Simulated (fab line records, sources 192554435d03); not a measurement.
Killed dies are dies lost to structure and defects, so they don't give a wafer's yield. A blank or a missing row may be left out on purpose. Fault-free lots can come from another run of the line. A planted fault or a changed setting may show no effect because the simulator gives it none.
What tool caused it? -- flow n5Finfet -- 8 lots with 24 wafers sampled at 7 steps, on a route of 1938 steps

== WHAT THE GAUGES SHOWED, per wafer ==
N5_BEOL_M3_THK_MEAS_53: measures by xrf.
lot,measured,on,M3_THK (nm)
L227,day 7 16:53,filmMetro-01,40.5 39.6 39.8
L225,day 7 18:43,filmMetro-01,39.1 38.4 38.2
L226,day 7 22:01,filmMetro-02,38.9 39.1 40.9
L231,day 9 03:28,filmMetro-01,35.5 38.1 37.9
L239,day 10 23:10,filmMetro-01,38.8 42.4 40.8
L240,day 11 04:54,filmMetro-02,39.5 40.1 36.6
L241,day 11 05:10,filmMetro-01,37.2 41.9 45.5
L243,day 12 11:10,filmMetro-01,43.6 43.7 41.9

N5_BEOL_M4_CD_MEAS_11 targets a cd of 16.79 nm.
lot,measured,on,cdNm (nm)
L227,day 7 18:29,cdSem-01,17.2 17.4 17.4
L225,day 7 19:53,cdSem-02,16.9 17.1 16.9
L226,day 8 01:04,cdSem-03,16.4 16.5 16.8
L231,day 9 05:08,cdSem-02,16.9 16.9 16.7
L239,day 11 01:53,cdSem-02,15.4 15.4 15.5
L240,day 11 06:05,cdSem-02,15.3 15.2 15.4
L241,day 11 06:59,cdSem-02,17.1 16.8 17.3
L243,day 12 12:16,cdSem-03,16.6 16.1 16.9

N5_BEOL_M4_CD_MEAS_18: pitch 36 nm, target cd 18 nm.
lot,measured,on,cdNm (nm)
L227,day 7 19:13,cdSem-02,17.5 18.0 17.7
L225,day 7 20:32,cdSem-01,18.0 17.7 18.1
L226,day 8 01:56,cdSem-01,18.0 17.7 17.2
L231,day 9 06:03,cdSem-01,17.7 18.5 17.8
L239,day 11 02:26,cdSem-01,16.7 16.9 16.7
L240,day 11 06:51,cdSem-01,16.3 16.4 15.8
L241,day 11 07:41,cdSem-03,18.0 18.5 17.7
L243,day 12 12:49,cdSem-02,17.6 18.0 18.1

N5_BEOL_M4_RC_MEAS_101.
lot,measured,on,DIBL_N (mV/V),DIBL_P (mV/V),IOFF_N (nA/um),IOFF_P (nA/um),ION_N (uA/um),ION_P (uA/um),SS_N (mV/dec),SS_P (mV/dec),VT_N (mV),VT_P (mV)
L227,day 8 01:04,prober-01,39.6 35.4 37.8,41.3 36.2 39.6,0.29 0.17 0.23,0.36 0.22 0.32,715 691 696,484 470 480,72.7 71.5 72.1,74.8 73.3 74.0,238 247 243,-241 -246 -242
L225,day 8 09:23,prober-01,34.7 33.8 37.8,35.3 35.0 38.8,0.13 0.13 0.20,0.19 0.19 0.25,665 687 689,459 467 467,71.2 71.0 71.7,73.2 73.7 74.1,251 249 246,-253 -251 -249
L226,day 8 09:34,prober-02,37.8 34.9 38.9,36.7 33.9 38.6,0.16 0.13 0.19,0.19 0.17 0.23,666 677 688,450 462 463,71.9 69.7 71.8,73.9 73.0 73.7,249 252 248,-254 -255 -251
L231,day 9 13:09,prober-02,38.0 39.4 34.8,36.7 38.2 32.6,0.21 0.22 0.13,0.23 0.24 0.16,690 699 684,468 469 462,71.7 72.1 71.1,73.6 74.7 72.6,246 249 253,-250 -248 -253
L241,day 11 15:13,prober-02,38.0 38.0 34.9,35.6 37.6 31.6,0.16 0.18 0.12,0.18 0.21 0.13,675 678 662,453 454 448,71.6 72.3 71.6,73.2 73.6 72.1,249 249 254,-254 -251 -256
L243,day 12 20:48,prober-02,34.6 30.4 39.2,34.2 29.0 40.9,0.13 0.08 0.25,0.19 0.12 0.31,664 636 695,457 441 474,70.7 69.9 71.6,73.0 71.5 74.1,252 259 242,-251 -257 -244

== WHAT TOOL EACH LOT RAN ON (gives the tool, then ch and the chambers of the sampled wafers, and finally the start) ==
lot,N5_BEOL_M4_EXPOSE_08,N5_BEOL_M4_DESCUM_16,N5_BEOL_M4_ETCH_74
L227,"euvScanner-02 ch 0, day 7 18:22","rieDiel-05 ch 0,1,3, day 7 18:37","rieDiel-05 ch 0,1,3, day 7 18:40"
L225,"euvScanner-01 ch 0, day 7 19:46","rieDiel-04 ch 0,1,3, day 7 20:01","rieDiel-04 ch 0,1,3, day 7 20:02"
L226,"euvScanner-02 ch 0, day 8 00:56","rieDiel-04 ch 0,1, day 8 01:28","rieDiel-04 ch 0,1, day 8 01:30"
L231,"euvScanner-01 ch 0, day 9 05:01","rieDiel-04 ch 0,1,3, day 9 05:37","rieDiel-04 ch 0,1,3, day 9 05:39"
L239,"euvScanner-02 ch 0, day 11 01:45","rieDiel-05 ch 1,2, day 11 02:00","rieDiel-05 ch 1,2, day 11 02:02"
L240,"euvScanner-02 ch 0, day 11 05:59","rieDiel-04 ch 0,3, day 11 06:13","rieDiel-04 ch 0,3, day 11 06:14"
L241,"euvScanner-01 ch 0, day 11 06:51","rieDiel-04 ch 0,1,3, day 11 07:15","rieDiel-04 ch 0,1,3, day 11 07:17"
L243,"euvScanner-01 ch 0, day 12 12:08","rieDiel-05 ch 0,1,2, day 12 12:23","rieDiel-05 ch 0,1,2, day 12 12:25"
- N5_BEOL_M4_EXPOSE_08: exposes mask M4.
- N5_BEOL_M4_DESCUM_16: chemistry O2, time 7 s.
- N5_BEOL_M4_ETCH_74: etches underlayer in N2/H2, target depth 6.5 nm, time 5.2 s.

== WHAT THE TOOLS THEMSELVES READ (means of the sampled wafers that have a number; where no wafer has one, the mark that the record gives instead) ==
N5_BEOL_M4_EXPOSE_08.
lot,tool,exposureDoseMJCm2
L227,euvScanner-02,41.13
L225,euvScanner-01,41.21
L226,euvScanner-02,41.12
L231,euvScanner-01,41.23
L239,euvScanner-02,38.40
L240,euvScanner-02,38.92
L241,euvScanner-01,41.26
L243,euvScanner-01,41.21

N5_BEOL_M4_DESCUM_16.
lot,tool,biasPowerW (W),chamberPressureMTorr (mTorr),drypumpMotorCurrentA (A),oesProductAu (a.u.),rfVppV (V),showerheadPlenumPTorr (Torr),throttleValvePct (%)
L227,rieDiel-05,19.97,20.008,5.5,0.78,242.0,2.03,20.57
L225,rieDiel-04,20.00,19.998,6.3,0.73,243.3,2.11,20.70
L226,rieDiel-04,20.05,19.999,6.4,0.72,245.2,2.16,20.58
L231,rieDiel-04,19.98,19.979,6.3,0.72,244.4,2.11,20.72
L239,rieDiel-05,20.01,20.005,5.3,0.87,244.0,2.15,20.24
L240,rieDiel-04,20.03,20.007,6.4,0.74,243.3,2.05,20.56
L241,rieDiel-04,19.98,20.007,6.3,0.81,242.8,2.10,20.58
L243,rieDiel-05,19.95,19.996,5.1,0.88,244.5,2.19,20.37

N5_BEOL_M4_ETCH_74.
lot,tool,chamberPressureMTorr (mTorr),drypumpMotorCurrentA (A),etchRfOnTimeS (s),oesProductAu (a.u.),rfVppV (V),showerheadPlenumPTorr (Torr),throttleValvePct (%)
L227,rieDiel-05,30.00,5.5,4.98,0.67,521.7,2.48,18.05
L225,rieDiel-04,30.00,6.3,5.14,0.64,525.0,2.57,18.13
L226,rieDiel-04,30.00,6.4,5.10,0.62,526.3,2.63,18.08
L231,rieDiel-04,29.97,6.2,5.09,0.62,524.9,2.56,18.16
L239,rieDiel-05,29.98,5.3,5.18,0.73,526.4,2.62,17.64
L240,rieDiel-04,30.02,6.4,5.17,0.64,521.9,2.50,18.13
L241,rieDiel-04,30.06,6.3,5.16,0.69,523.7,2.55,18.04
L243,rieDiel-05,29.98,5.1,4.92,0.76,524.4,2.66,17.78

== THE ANSWER, worked out from the rows above alone ==
Rule: the lots themselves supply what counts as usual. The widest of any qualifying gaps counts: lots, ordered by their means at a reading, are off when they make up no more than a third of the lots, leave a main group of 4 or more, and stand apart from it by 3 or more times the standard deviation of that group's means. If all means in a main group match to the digits the tables above print for the reading, that group is not used. A lot without any number at a reading at which 4 lots or more have one is off too. Any other lot the step has rows for is counted as sound. First the gauges in route order, then the tools' own readings, where a lot's mean is used as printed above. The first step at which some lot is off is used, and at that step the reading that is off furthest; a lot without a number counts as furthest.
Off: L239, L240, at N5_BEOL_M4_CD_MEAS_11 (cdNm). Main group: mean 16.9 nm, sd 0.28.
A tool fits if, at a process step before that reading, it ran every lot that is off, and no sound lot after the first of them. The gauges at N5_BEOL_M4_CD_MEAS_11 aren't tried: what is off there is off at N5_BEOL_M4_CD_MEAS_18 too, on other tools, and a gauge's error can't cause that. One candidate fits, namely euvScanner-02 at N5_BEOL_M4_EXPOSE_08. A fault onset in the window from L226 (day 8 00:56, its last sound lot) to L239 (day 11 01:45, its first lot off) fits.
The tool's own readings at N5_BEOL_M4_EXPOSE_08 bear it out: on the lots that are off they differ by more than 5 times the standard deviation of the sound lots' means. exposureDoseMJCm2 reads 38.66 there against 41.19 on the sound lots.

== WHAT HAD BEEN PUT IN BY THE SIMULATOR ==
Drift in process parameters on euvScanner-02 at N5_BEOL_M4_EXPOSE_08, starting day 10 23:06. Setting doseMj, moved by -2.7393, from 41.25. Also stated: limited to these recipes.
Struck lots among those shown: L239, L240. Same finding as the rule above.
